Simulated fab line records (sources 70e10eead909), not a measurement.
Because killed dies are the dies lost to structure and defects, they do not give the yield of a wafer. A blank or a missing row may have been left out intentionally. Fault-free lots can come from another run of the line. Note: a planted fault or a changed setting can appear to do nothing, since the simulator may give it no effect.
Chamber matching || flow nand-harc || NHARC_P_M1_PRE_CLEAN_32 on pecvd-03 has 3 sister chambers
The step time 12 s. 3 wafers are shown with their chamber, then 7 later ones without.

## WAFERS WITH THEIR CHAMBER
{"wafer": "L088.5", "chamber": 0, "heater-power-w (W)": 678}
{"wafer": "L092.1", "chamber": 2, "heater-power-w (W)": 612}
{"wafer": "L092.2", "chamber": 1, "heater-power-w (W)": 752}

## WAFERS WITH NO CHAMBER GIVEN
{"wafer": "L092.4", "heater-power-w (W)": 732}
{"wafer": "L094.2", "heater-power-w (W)": 717}
{"wafer": "L094.3", "heater-power-w (W)": 665}
{"wafer": "L094.4", "heater-power-w (W)": 675}
{"wafer": "L095.3", "heater-power-w (W)": 708}
{"wafer": "L095.5", "heater-power-w (W)": 699}
{"wafer": "L095.6", "heater-power-w (W)": 529}

## EACH ONE'S CHAMBER
{"wafer": "L092.4", "from the rows above": "can't be placed: 1 or 0", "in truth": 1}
{"wafer": "L094.2", "from the rows above": "can't be placed: 1 or 0 or 2", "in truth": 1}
{"wafer": "L094.3", "from the rows above": "can't be placed: 0 or 2 or 1", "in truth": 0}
{"wafer": "L094.4", "from the rows above": "can't be placed: 0 or 2 or 1", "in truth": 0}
{"wafer": "L095.3", "from the rows above": "can't be placed: 0 or 1 or 2", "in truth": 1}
{"wafer": "L095.5", "from the rows above": "can't be placed: 0 or 1 or 2", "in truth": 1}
{"wafer": "L095.6", "from the rows above": "can't be placed: 2 or 0", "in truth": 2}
0 of 7 placed correctly. From these rows, 7 cannot be placed; in 7 the true chamber is one of the candidates. Wrongly placed: 0.
How it was worked out, from the rows above alone: a wafer's distance from a chamber is the root of the sum, over the readings, of the square of ((its reading less the chamber's mean) divided by the reading's scatter). The wafer belongs to the nearest chamber; if the next one is less than 2 further off, it can't be placed. A chamber's mean is the mean of its shown wafers. The scatter: root of mean squared gap, hidden wafer to nearest shown wafer, with one shown wafer a chamber.
